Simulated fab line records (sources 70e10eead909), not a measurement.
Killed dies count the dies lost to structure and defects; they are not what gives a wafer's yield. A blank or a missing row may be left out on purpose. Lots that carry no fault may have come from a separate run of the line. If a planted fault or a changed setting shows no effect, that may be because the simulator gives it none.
Which tool did it? | flow nandHarc | 7 lots, 21 wafers sampled, at 4 steps of a route of 1302

== WHAT THE GAUGES READ, wafer by wafer ==
NHARC_P_M1_THK_MEAS_24: measures by xrf.
lot  | measured     | on           | thkNm (nm)
L947 | day 7 01:21  | filmMetro-02 | 158.2 156.7 154.9
L950 | day 8 06:20  | filmMetro-02 | 156.8 155.5 158.1
L952 | day 9 10:28  | filmMetro-02 | 160.0 158.1 158.5
L954 | day 10 03:29 | filmMetro-02 | 159.1 157.6 156.1
L959 | day 12 11:38 | filmMetro-01 | 160.7 157.9 156.7
L963 | day 13 19:40 | filmMetro-01 | 158.1 117.9 156.8
L968 | day 15 17:26 | filmMetro-02 | 157.5 157.6 157.7

== TOOL THAT RAN EACH LOT (tool first, then ch and the chambers of the sampled wafers, then the start) ==
lot  | NHARC_P_M0_CMP_23             | NHARC_P_M1_ECD_22             | NHARC_P_M1_CMP_23
L947 | cmp-03 ch 2,3, day 6 20:41    | ecdCu-01 ch 0,1, day 7 00:10  | cmp-04 ch 1,2, day 7 01:04
L950 | cmp-03 ch 0,1,3, day 8 01:52  | ecdCu-01 ch 0,1, day 8 05:17  | cmp-02 ch 0,1, day 8 06:01
L952 | cmp-01 ch 0,2,3, day 9 05:58  | ecdCu-01 ch 0,1, day 9 09:25  | cmp-03 ch 1,2,3, day 9 10:09
L954 | cmp-03 ch 0,2,3, day 9 22:57  | ecdCu-01 ch 0,1, day 10 02:27 | cmp-04 ch 0,1,2, day 10 03:10
L959 | cmp-01 ch 1,2,3, day 12 06:41 | ecdCu-02 ch 0,1, day 12 10:41 | cmp-04 ch 0,1,2, day 12 11:20
L963 | cmp-01 ch 0,1, day 13 15:10   | ecdCu-01 ch 0,1, day 13 18:47 | cmp-02 ch 0,1, day 13 19:22
L968 | cmp-03 ch 0,1,3, day 15 13:07 | ecdCu-02 ch 0,1, day 15 16:25 | cmp-04 ch 1,2,3, day 15 17:08
- NHARC_P_M0_CMP_23: polishes, t overpolish 20 s, target thk 117.54 nm.
- NHARC_P_M1_ECD_22: material Cu, target thk 400 nm.
- NHARC_P_M1_CMP_23: polishes, t overpolish 20 s, target thk 157.82 nm.

== THE ANSWER, worked out from the rows above alone ==
Rule: the usual values come from the lots themselves. Put in order of their means at a reading, lots are off if they are a third of the lots or fewer, leave a main group of 4 or more, and stand apart from it by a gap of 3 or more times the standard deviation of the main group's means; of several such gaps the widest counts. Not used: any main group whose means are identical at the precision the tables above print for the reading. A lot without any number at a reading at which 4 lots or more have one is off too. The other lots that the step has rows for count as sound.
Off, at NHARC_P_M1_THK_MEAS_24 on thkNm: L963. Mean 157.7 nm and standard deviation 0.81 in the main group.
If a tool, at a process step before that reading, ran all the lots that are off and no sound lot after the first of them, it fits. Those tools and the gauges at NHARC_P_M1_THK_MEAS_24 are tried in the same way. Can't be told from this: 4 tools fit, cmp-01 at NHARC_P_M0_CMP_23, ecdCu-01 at NHARC_P_M1_ECD_22, cmp-02 at NHARC_P_M1_CMP_23, filmMetro-01 at NHARC_P_M1_THK_MEAS_24.

== WHAT THE SIMULATOR PUT IN ==
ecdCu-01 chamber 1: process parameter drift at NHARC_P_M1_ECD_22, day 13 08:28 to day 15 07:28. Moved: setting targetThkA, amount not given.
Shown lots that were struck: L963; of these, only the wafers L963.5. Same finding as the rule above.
